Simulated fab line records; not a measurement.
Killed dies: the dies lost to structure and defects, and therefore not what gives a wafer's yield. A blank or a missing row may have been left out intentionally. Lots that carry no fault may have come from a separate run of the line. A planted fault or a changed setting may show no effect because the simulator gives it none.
Matching of chambers -- flow nand_harc -- NHARC_A_BLC_CMP_25 on cmp-03: 4 sister chambers
The step polishes, t overpolish 30 s, target thk 150 nm. 18 wafers are shown with their chamber, then 9 later ones without.

WAFERS WITH THEIR CHAMBER
wafer,chamber,motor_current_A (A),time_to_endpoint_s (s),slurry_filter_dp_kPa (kPa)
L074.2,0,12.7,34.4,13.19
L074.5,3,13.2,32.4,13.36
L074.6,0,12.1,31.3,13.40
L082.1,3,13.7,33.7,13.33
L082.2,1,12.5,34.0,13.55
L082.4,2,11.4,28.7,13.48
L088.2,1,12.3,31.1,13.48
L088.3,3,13.6,29.6,13.52
L088.6,3,13.2,27.1,13.55
L089.2,0,12.1,36.1,13.28
L089.3,2,10.8,28.0,13.22
L089.4,1,12.8,34.0,13.68
L092.1,0,12.9,32.3,13.47
L092.4,3,13.3,31.2,13.50
L092.5,1,12.2,34.0,13.50
L093.1,1,12.8,33.5,13.48
L093.5,3,13.5,31.0,13.36
L093.6,2,11.7,28.6,13.74

SIGNATURES, as means of the wafers listed above
reading,chamber 0,chamber 1,chamber 2,chamber 3,scatter within a chamber
motor_current_A,12.450,12.520,11.300,13.417,0.324
time_to_endpoint_s,33.525,33.320,28.433,30.833,1.83
slurry_filter_dp_kPa,13.3350,13.5380,13.4800,13.4367,0.136
Rule: for a wafer and a chamber, the distance is found by dividing, reading by reading, the gap between the wafer's reading and the chamber's mean by the reading's scatter, squaring, summing and taking the root. If the next closest chamber is less than 2 further off than the closest, the wafer can't be placed; otherwise it belongs to the closest. The scatter: the root of (the sum of the squares of (reading less its chamber's mean) over the shown wafers, divided by (wafers less chambers)).

WAFERS WITHOUT THEIR CHAMBER
wafer,motor_current_A (A),time_to_endpoint_s (s),slurry_filter_dp_kPa (kPa)
L094.2,13.9,27.2,13.42
L094.3,13.1,28.4,13.27
L094.5,13.0,30.3,13.47
L096.1,12.1,32.0,13.56
L096.3,13.4,31.6,13.46
L096.5,11.0,28.0,13.57
L097.2,12.4,34.9,13.42
L097.4,11.3,26.2,13.40
L097.6,13.2,29.3,13.52

THE CHAMBER EACH PASSED THROUGH
wafer,from the rows above,in truth
L094.2,3,3
L094.3,can't be placed: 3 or 0 or 1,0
L094.5,can't be placed: 3 or 1 or 0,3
L096.1,can't be placed: 1 or 0 or 2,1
L096.3,3,3
L096.5,2,2
L097.2,can't be placed: 0 or 1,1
L097.4,2,2
L097.6,can't be placed: 3 or 1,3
Placed correctly: 4 of 9. Cannot be placed on the basis of these rows: 5; the candidates contain the true chamber in 5. Number placed wrongly: 0.
